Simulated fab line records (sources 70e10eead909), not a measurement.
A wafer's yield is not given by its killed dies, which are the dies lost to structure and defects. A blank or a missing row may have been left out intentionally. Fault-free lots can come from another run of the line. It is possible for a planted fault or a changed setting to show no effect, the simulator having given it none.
Matching of chambers	flow nand-harc	NHARC_A_STAIRCASE_DESCUM_312 on rie-diel-04 has 4 sister chambers
The step chemistry O2, time 3 s. 18 wafers are shown with their chamber, then 9 later ones without.

## WAFERS, EACH WITH ITS CHAMBER
wafer	chamber	showerhead-plenum-p-Torr (Torr)	drypump-motor-current-A (A)	rf-vpp-V (V)
L075.3	2	1.93	5.1	57.2
L075.4	1	2.06	5.5	57.9
L075.5	0	1.86	5.4	57.3
L074.2	3	1.98	5.8	58.7
L074.5	3	1.97	5.7	58.8
L074.6	0	1.86	5.4	57.2
L080.3	2	1.93	5.1	56.9
L080.4	0	1.86	5.4	58.5
L080.5	2	1.93	5.1	59.2
L078.1	0	1.85	5.4	57.4
L078.2	2	1.92	5.1	58.6
L078.3	1	2.06	5.6	57.6
L087.1	3	1.97	5.7	58.8
L087.2	1	2.05	5.6	58.8
L087.4	0	1.85	5.4	58.0
L085.1	1	2.05	5.5	57.4
L085.4	2	1.92	5.1	58.6
L085.6	0	1.85	5.4	57.3

SIGNATURES (averages over the wafers above)
reading	chamber 0	chamber 1	chamber 2	chamber 3	scatter within a chamber
showerhead-plenum-p-Torr	1.8550	2.0550	1.9260	1.9733	0.00558
drypump-motor-current-A	5.400	5.550	5.100	5.733	0.0345
rf-vpp-V	57.617	57.925	58.100	58.767	0.679
Rule: for each reading, subtract the chamber's mean from the wafer's reading, divide by that reading's scatter and square the result; add these up over the readings and take the root, which gives the wafer's distance from the chamber. The wafer belongs to the nearest chamber; if the next one is less than 2 further off, it can't be placed. The scatter: the root of (the sum of the squares of (reading less its chamber's mean) over the shown wafers, divided by (wafers less chambers)).

## WAFERS WHOSE CHAMBER IS MISSING
wafer	showerhead-plenum-p-Torr (Torr)	drypump-motor-current-A (A)	rf-vpp-V (V)
L088.1	2.05	5.5	57.9
L088.4	1.92	5.1	57.6
L088.6	1.85	5.4	57.5
L095.2	1.92	5.1	57.9
L095.3	1.85	5.4	58.2
L095.6	1.92	5.1	57.7
L094.1	1.85	5.4	58.2
L094.4	1.92	5.1	58.0
L094.5	1.96	5.7	58.1

## THE CHAMBER EACH PASSED THROUGH
wafer	from the rows above	in truth
L088.1	1	1
L088.4	2	2
L088.6	0	0
L095.2	2	2
L095.3	0	0
L095.6	2	2
L094.1	0	0
L094.4	2	2
L094.5	3	3
9 of 9 placed correctly. Number that these rows cannot place: 0. Wrongly placed: 0.
